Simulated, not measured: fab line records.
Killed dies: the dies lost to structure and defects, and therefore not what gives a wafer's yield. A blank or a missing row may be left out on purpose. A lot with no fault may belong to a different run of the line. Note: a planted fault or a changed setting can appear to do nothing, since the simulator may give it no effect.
fab line records + flow n5-finfet + part 2 of 2: steps 27 to 34 of 34
[record]
- lots = 5
- wafers = 15
- last-day = 18
route steps=1938 shown PMOS_HMC_CHANNEL_EPI@81 FIN_SAQP@90
lots untouched by any fault: they come from a run of this same line in which no faults occurred
start-h: start of the lot's first displayed wafer, in hours after the record's first day + wait-h: time in hours since the lot's previous step + " as in the row above + L1.1+2: several wafers, shown together as one row + - value missing, or start not given + * or withheld: withheld + < > ~ a bound
route shown NAME@n: NAME is a module with steps in the file, n the number in the route of the first one + usual: average and standard deviation across the fault-free wafers + same: alike in all rows + chamber/n: place in a boat + sites: the reading at each site + _std_site: how widely they spread, as a standard deviation + _edge_site: inner sites' mean taken away from outer sites' mean + radius-mm: how far each site lies from the wafer's centre + mask NAME#n: copy n + behind: tool/chamber where the wafer was last shaped + hold: reason for holding the lot/hours on hold/outcome of the hold + device: whichever transistor did not switch (one of n, p or np) + end of line: tests of these same wafers at the route's end + a step without rows: its recipe alone + killed: dies lost to structure and defects at the first sort, not the wafer's yield + map: per-die view of a wafer (x killed, . not killed, _ where there is no die)
set.NAME: setting as actually run; set.NAME@STEP: the setting as run at that earlier step + model.NAME: the simulator's own value behind a step, which no gauge read
lots seen at some steps along the route; tables by step, rows by wafer
services: when a tool's chamber went out of use (start-h, in hours from the record's first day, below 0 if earlier), for how many hours, and the reason
[[steps]]
[step N5_FIN_SAQP_EXPOSE_13]
[recipe]
- mask-id = FIN_CORE
- na = 1.35
- source-shape = dipole
- sigma-inner = 0.538
- sigma-outer = 0.738
- polarization = te
- target-cd-nm = 35.6
- dose-mj = 63.25
| lot.wafer  | tool            | chamber | start-h | wait-h | mask       |
|------------|-----------------|---------|---------|--------|------------|
| L081.1+3+4 | arfi-scanner-01 | 0       | 64.26   | -      | FIN_CORE#0 |
| L087.2+3+6 | arfi-scanner-03 | 0       | 102.42  | -      | FIN_CORE#0 |
| L090.1+3+5 | arfi-scanner-02 | 0       | 117.51  | -      | FIN_CORE#0 |
| L092.1+2+3 | arfi-scanner-03 | 0       | 130.17  | -      | FIN_CORE#0 |
| L095.2+3+6 | arfi-scanner-02 | 0       | 147.36  | -      | FIN_CORE#0 |
[step N5_FIN_SAQP_PEB_14]
[recipe]
- peb-temp-c = withheld
- peb-time-s = 60
- resist = CAR-ArF
[usual]
- exhaust-pa = 45.0/0.99
| lot.wafer | tool           | chamber | start-h | wait-h | exhaust-pa |
|-----------|----------------|---------|---------|--------|------------|
| L081.1    | litho-track-05 | 0       | 64.32   | 0.1    | 43.7       |
| L081.3    | "              | 0       | "       | "      | 44.3       |
| L081.4    | "              | 0       | "       | "      | 45.4       |
| L087.2    | litho-track-02 | 0       | 102.48  | 0.0    | 45.3       |
| L087.3    | "              | 0       | "       | "      | 46.5       |
| L087.6    | "              | 0       | "       | "      | 44.8       |
| L090.1    | litho-track-02 | 0       | 117.57  | 0.1    | 44.9       |
| L090.3    | "              | 0       | "       | "      | 42.4       |
| L090.5    | "              | 0       | "       | "      | 43.7       |
| L092.1    | litho-track-01 | 0       | 130.23  | 0.1    | 44.7       |
| L092.2    | "              | 0       | "       | "      | 44.2       |
| L092.3    | "              | 0       | "       | "      | 45.0       |
| L095.2    | litho-track-05 | 0       | 147.42  | 0.0    | 45.0       |
| L095.3    | "              | 0       | "       | "      | 45.3       |
| L095.6    | "              | 0       | "       | "      | 45.5       |
[step N5_FIN_SAQP_DEVELOP_15]
[recipe]
- develop-time-s = 30
- developer = TMAH
- resist = CAR-ArF
- dev-temp-c = 23
- rinse-liquid = diw
- dry = air-spin
[usual]
- exhaust-pa = 45.1/0.9
| lot.wafer | tool           | chamber | start-h | wait-h | exhaust-pa |
|-----------|----------------|---------|---------|--------|------------|
| L081.1    | litho-track-05 | 0       | -       | -      | 46.0       |
| L081.3    | "              | 0       | "       | "      | 47.0       |
| L081.4    | "              | 0       | "       | "      | 45.1       |
| L087.2    | litho-track-02 | 0       | -       | -      | 46.2       |
| L087.3    | "              | 0       | "       | "      | 46.0       |
| L087.6    | "              | 0       | "       | "      | 45.2       |
| L090.1    | litho-track-02 | 0       | -       | -      | 44.5       |
| L090.3    | "              | 0       | "       | "      | 45.6       |
| L090.5    | "              | 0       | "       | "      | 45.2       |
| L092.1    | litho-track-01 | 0       | -       | -      | 45.0       |
| L092.2    | "              | 0       | "       | "      | 44.5       |
| L092.3    | "              | 0       | "       | "      | 45.1       |
| L095.2    | litho-track-05 | 0       | -       | -      | 44.6       |
| L095.3    | "              | 0       | "       | "      | 42.9       |
| L095.6    | "              | 0       | "       | "      | 43.0       |
[step N5_FIN_SAQP_CD_MEAS_16]
[recipe]
- target-cd-nm = 35.6
- landing-energy-ev = 500
- detector = se-inlens
[usual]
- cd-nm = 35.59/0.3
| lot.wafer | tool      | chamber | start-h | wait-h | cd-nm |
|-----------|-----------|---------|---------|--------|-------|
| L081.1    | cd-sem-02 | 0       | 64.39   | -      | 36.19 |
| L081.3    | "         | 0       | "       | "      | 35.84 |
| L081.4    | "         | 0       | "       | "      | 35.66 |
| L087.2    | cd-sem-02 | 0       | 102.55  | -      | 35.71 |
| L087.3    | "         | 0       | "       | "      | 35.73 |
| L087.6    | "         | 0       | "       | "      | 35.62 |
| L090.1    | cd-sem-01 | 0       | 117.63  | -      | 35.35 |
| L090.3    | "         | 0       | "       | "      | 35.32 |
| L090.5    | "         | 0       | "       | "      | 35.22 |
| L092.1    | cd-sem-01 | 0       | 130.30  | -      | 35.17 |
| L092.2    | "         | 0       | "       | "      | 35.70 |
| L092.3    | "         | 0       | "       | "      | 35.36 |
| L095.2    | cd-sem-03 | 0       | 147.49  | -      | 36.10 |
| L095.3    | "         | 0       | "       | "      | 35.76 |
| L095.6    | "         | 0       | "       | "      | 35.79 |
[step N5_FIN_SAQP_OVL_MEAS_17]
[recipe]
- points-per-wafer = 44
[usual]
- FIN_CORE_OVL = 0.2/0.79
| lot.wafer | tool       | chamber | start-h | wait-h | FIN_CORE_OVL[nm] |
|-----------|------------|---------|---------|--------|------------------|
| L081.1    | overlay-02 | 0       | 64.43   | 0.0    | -0.1             |
| L081.3    | "          | 0       | "       | "      | -1.0             |
| L081.4    | "          | 0       | "       | "      | 0.2              |
| L087.2    | overlay-01 | 0       | 102.59  | 0.0    | 0.7              |
| L087.3    | "          | 0       | "       | "      | 0.1              |
| L087.6    | "          | 0       | "       | "      | -1.1             |
| L090.1    | overlay-01 | 0       | 117.67  | 0.0    | 0.4              |
| L090.3    | "          | 0       | "       | "      | 0.1              |
| L090.5    | "          | 0       | "       | "      | 0.2              |
| L092.1    | overlay-02 | 0       | 130.34  | 0.0    | 1.7              |
| L092.2    | "          | 0       | "       | "      | 0.0              |
| L092.3    | "          | 0       | "       | "      | 2.2              |
| L095.2    | overlay-02 | 0       | 147.53  | 0.0    | -0.9             |
| L095.3    | "          | 0       | "       | "      | 0.7              |
| L095.6    | "          | 0       | "       | "      | -1.8             |
[step N5_FIN_SAQP_INSPECT_18]
[recipe]
- mode = adi
- inspect-instrument = brightfield
[usual]
- raw-defect-count = 353/100
| lot.wafer | tool              | chamber | start-h | wait-h | raw-defect-count |
|-----------|-------------------|---------|---------|--------|------------------|
| L081.1    | defect-inspect-01 | -       | 64.46   | 0.0    | 184              |
| L081.3    | "                 | -       | "       | "      | 215              |
| L081.4    | "                 | -       | "       | "      | 268              |
| L087.2    | defect-inspect-01 | -       | 102.61  | 0.0    | 319              |
| L087.3    | "                 | -       | "       | "      | 327              |
| L087.6    | "                 | -       | "       | "      | 416              |
| L090.1    | defect-inspect-01 | -       | 117.70  | 0.0    | 430              |
| L090.3    | "                 | -       | "       | "      | 402              |
| L090.5    | "                 | -       | "       | "      | 370              |
| L092.1    | defect-inspect-02 | -       | 130.37  | 0.0    | 341              |
| L092.2    | "                 | -       | "       | "      | 207              |
| L092.3    | "                 | -       | "       | "      | 254              |
| L095.2    | defect-inspect-01 | -       | 147.55  | 0.0    | 440              |
| L095.3    | "                 | -       | "       | "      | 282              |
| L095.6    | "                 | -       | "       | "      | 498              |
[step N5_FIN_SAQP_DESCUM_21]
[recipe]
- chemistry = O2
- time-s = 7.9
- source-power-w = 50
- bias-power-w = 20
- pressure-mtorr = 20
- rf-frequency-hz = 2.712e+07
- temp-c = 40
- resist = CAR-ArF
- o2-flow-sccm = 225
[usual]
- drypump-motor-current-A = 6.0/0.51
- oes-product-au = 0.77/0.081
- rf-vpp-V = 243.1/1.6
- showerhead-plenum-p-Torr = 2.10/0.084
- throttle-valve-pct = 20.34/0.27
| lot.wafer | tool        | chamber | start-h | wait-h | drypump-motor-current-A | oes-product-au | rf-hours-counter-h | rf-vpp-V | showerhead-plenum-p-Torr | throttle-valve-pct |
|-----------|-------------|---------|---------|--------|-------------------------|----------------|--------------------|----------|--------------------------|--------------------|
| L081.1    | rie-diel-05 | 0       | 64.79   | 0.3    | 5.6                     | 0.71           | 205                | 243.9    | 2.17                     | 20.73              |
| L081.3    | "           | 1       | "       | "      | 6.5                     | 0.73           | 164                | 243.5    | 2.07                     | 19.90              |
| L081.4    | "           | 2       | "       | "      | 5.6                     | 0.75           | 152                | 243.6    | 2.18                     | 20.59              |
| L087.2    | rie-diel-01 | 2       | 102.64  | 0.0    | 4.9                     | 0.74           | 165                | 242.1    | 2.01                     | 20.43              |
| L087.3    | "           | 0       | "       | "      | 6.8                     | 0.76           | 140                | 241.9    | 2.09                     | 20.46              |
| L087.6    | "           | 1       | "       | "      | 6.1                     | 0.86           | -                  | 246.1    | 2.22                     | 20.45              |
| L090.1    | rie-diel-05 | 3       | 117.73  | 0.0    | 6.2                     | 0.72           | 213                | 240.4    | 2.00                     | 20.44              |
| L090.3    | "           | 2       | "       | "      | 5.6                     | 0.74           | 166                | 243.7    | 2.18                     | 20.62              |
| L090.5    | "           | 1       | "       | "      | 6.5                     | 0.73           | -                  | 244.1    | 2.07                     | 19.95              |
| L092.1    | rie-diel-05 | 0       | 130.67  | 0.3    | 5.6                     | 0.69           | 226                | 242.7    | 2.16                     | 20.75              |
| L092.2    | "           | 1       | "       | "      | 6.5                     | 0.73           | 185                | 243.3    | 2.06                     | 19.94              |
| L092.3    | "           | 2       | "       | "      | 5.6                     | 0.73           | 170                | 242.8    | 2.17                     | 20.62              |
| L095.2    | rie-diel-05 | 1       | 147.58  | 0.0    | 6.5                     | 0.72           | 191                | 242.7    | 2.06                     | 19.96              |
| L095.3    | "           | 0       | "       | "      | 5.6                     | 0.68           | 231                | 244.8    | 2.16                     | 20.76              |
| L095.6    | "           | 0       | "       | "      | 5.6                     | 0.68           | -                  | 243.7    | 2.16                     | 20.77              |
[step N5_FIN_SAQP_ETCH_51]
[recipe]
- chemistry = CF4
- target = SiARC
- target-depth-a = 455
- mask-material = CAR-ArF
- time-s = 75.8
- ion-energy-ev = 80
- pressure-mtorr = 40
- source-w = 545
- bias-w = 36
- Ar_flow_sccm = 100
- cf4-flow-sccm = 100
- ends = cleared
[usual]
- drypump-motor-current-A = 6.0/0.52
- etch-rf-on-time-s = 75.7/1.9
- oes-product-au = 0.66/0.072
- rf-vpp-V = 184.2/1.3
- showerhead-plenum-p-Torr = 2.16/0.08
- throttle-valve-pct = 15.55/0.22
| lot.wafer | tool        | chamber | start-h | wait-h | drypump-motor-current-A | etch-rf-on-time-s | oes-product-au | rf-hours-counter-h | rf-vpp-V | showerhead-plenum-p-Torr | throttle-valve-pct |
|-----------|-------------|---------|---------|--------|-------------------------|-------------------|----------------|--------------------|----------|--------------------------|--------------------|
| L081.1    | rie-diel-05 | 0       | 64.82   | 0.0    | 5.6                     | 76.3              | 0.60           | 205                | 185.6    | 2.22                     | 15.91              |
| L081.3    | "           | 1       | "       | "      | 6.5                     | 76.8              | 0.63           | 164                | 183.6    | 2.13                     | 15.22              |
| L081.4    | "           | 2       | "       | "      | 5.6                     | 77.2              | 0.63           | 152                | 185.8    | 2.23                     | 15.75              |
| L087.2    | rie-diel-01 | 2       | 102.68  | 0.0    | 4.9                     | 75.9              | 0.63           | 165                | 182.4    | 2.05                     | 15.55              |
| L087.3    | "           | 0       | "       | "      | 6.8                     | 77.5              | 0.65           | 140                | 184.3    | 2.16                     | 15.68              |
| L087.6    | "           | 1       | "       | "      | 6.2                     | 73.6              | 0.74           | -                  | 185.2    | 2.26                     | 15.47              |
| L090.1    | rie-diel-05 | 3       | 117.77  | 0.0    | 6.2                     | 71.6              | 0.63           | 213                | 182.8    | 2.04                     | 15.58              |
| L090.3    | "           | 2       | "       | "      | 5.6                     | 76.8              | 0.62           | 166                | 184.7    | 2.22                     | 15.78              |
| L090.5    | "           | 1       | "       | "      | 6.5                     | 75.5              | 0.62           | -                  | 185.2    | 2.12                     | 15.27              |
| L092.1    | rie-diel-05 | 0       | 130.70  | 0.0    | 5.6                     | 76.7              | 0.59           | 226                | 184.9    | 2.21                     | 15.94              |
| L092.2    | "           | 1       | "       | "      | 6.5                     | 76.5              | 0.61           | 185                | 182.9    | 2.12                     | 15.27              |
| L092.3    | "           | 2       | "       | "      | 5.6                     | 77.6              | 0.61           | 170                | 183.1    | 2.22                     | 15.78              |
| L095.2    | rie-diel-05 | 1       | 147.62  | 0.0    | 6.5                     | 75.5              | 0.61           | 191                | 184.7    | 2.12                     | 15.28              |
| L095.3    | "           | 0       | "       | "      | 5.6                     | 76.1              | 0.58           | 231                | 184.6    | 2.21                     | 15.95              |
| L095.6    | "           | 0       | "       | "      | 5.6                     | 76.1              | 0.59           | -                  | 184.3    | 2.21                     | 15.96              |
[[services]]
| tool            | chamber | start-h | hours | kind   |
|-----------------|---------|---------|-------|--------|
| cmp-03          | -       | 40.15   | 2.3   | repair |
| pecvd-03        | -       | 41.00   | 0.3   | repair |
| arfi-scanner-03 | -       | 45.02   | 1.0   | pm     |
| ald-sin-02      | -       | 50.91   | 14.6  | pm     |
| cmp-02          | -       | 57.62   | 0.4   | repair |
| pecvd-02        | 2       | 60.07   | 19.6  | repair |
| arfi-scanner-03 | -       | 70.76   | 2.9   | repair |
| cmp-03          | -       | 74.08   | 5.6   | pm     |
| pecvd-03        | -       | 77.16   | 0.7   | repair |
| arfi-scanner-03 | -       | 81.33   | 1.0   | pm     |
| ald-sin-02      | -       | 85.25   | 14.0  | pm     |
| arfi-scanner-03 | -       | 87.50   | 3.1   | pm     |
| cmp-02          | -       | 104.74  | 0.3   | repair |
| pecvd-04        | 0       | 105.45  | 5.5   | repair |
| rie-diel-05     | 2       | 107.24  | 8.5   | repair |
| arfi-scanner-02 | -       | 107.95  | 1.3   | pm     |
| cmp-03          | -       | 109.62  | 1.0   | repair |
| arfi-scanner-02 | -       | 109.77  | 0.8   | pm     |
| epi-rpcvd-02    | -       | 111.22  | 1.8   | repair |
| ald-sin-02      | -       | 122.50  | 0.9   | repair |
| arfi-scanner-02 | -       | 130.19  | 3.9   | pm     |
| arfi-scanner-03 | -       | 133.31  | 0.8   | pm     |
| arfi-scanner-03 | -       | 134.81  | 17.3  | pm     |
| epi-rpcvd-02    | -       | 137.09  | 0.5   | pm     |
